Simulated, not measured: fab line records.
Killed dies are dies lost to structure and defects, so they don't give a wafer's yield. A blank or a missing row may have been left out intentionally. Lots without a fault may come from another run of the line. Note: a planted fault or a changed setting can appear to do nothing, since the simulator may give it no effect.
Chamber matching	flow n5_finfet	rie_diel-03 running N5_BEOL_M10_STRIP_36: 3 sister chambers
The step strips in N2/H2. 6 wafers are shown with their chamber, then 4 later ones without.

== WAFERS PAIRED WITH THEIR CHAMBERS ==
wafer	chamber	drypump_motor_current_A (A)	showerhead_plenum_p_Torr (Torr)
L085.4	0	5.1	2.48
L085.6	0	5.1	2.48
L087.6	1	6.3	2.48
L094.4	1	6.4	2.47
L093.3	2	5.5	2.62
L093.4	2	5.5	2.62

== WAFERS MISSING THEIR CHAMBER ==
wafer	drypump_motor_current_A (A)	showerhead_plenum_p_Torr (Torr)
L096.1	5.1	2.48
L096.5	5.1	2.47
L097.1	6.3	2.47
L097.4	5.5	2.62

== CHAMBER TAKEN BY EACH ==
wafer	from the rows above	in truth
L096.1	0	0
L096.5	0	0
L097.1	1	1
L097.4	2	2
4 of 4 placed correctly. Left unplaced by these rows: 0. 0 placed wrongly.
How it was worked out, from the rows above alone: a wafer's distance from a chamber is the root of the sum, over the readings, of the square of ((its reading less the chamber's mean) divided by the reading's scatter). If the next closest chamber is less than 2 further off than the closest, the wafer can't be placed; otherwise it belongs to the closest. For every chamber, the mean is computed from those of its wafers that are shown. The scatter is the square root of a quotient: the sum, over the shown wafers, of each reading's squared deviation from its chamber's mean, divided by wafers minus chambers.
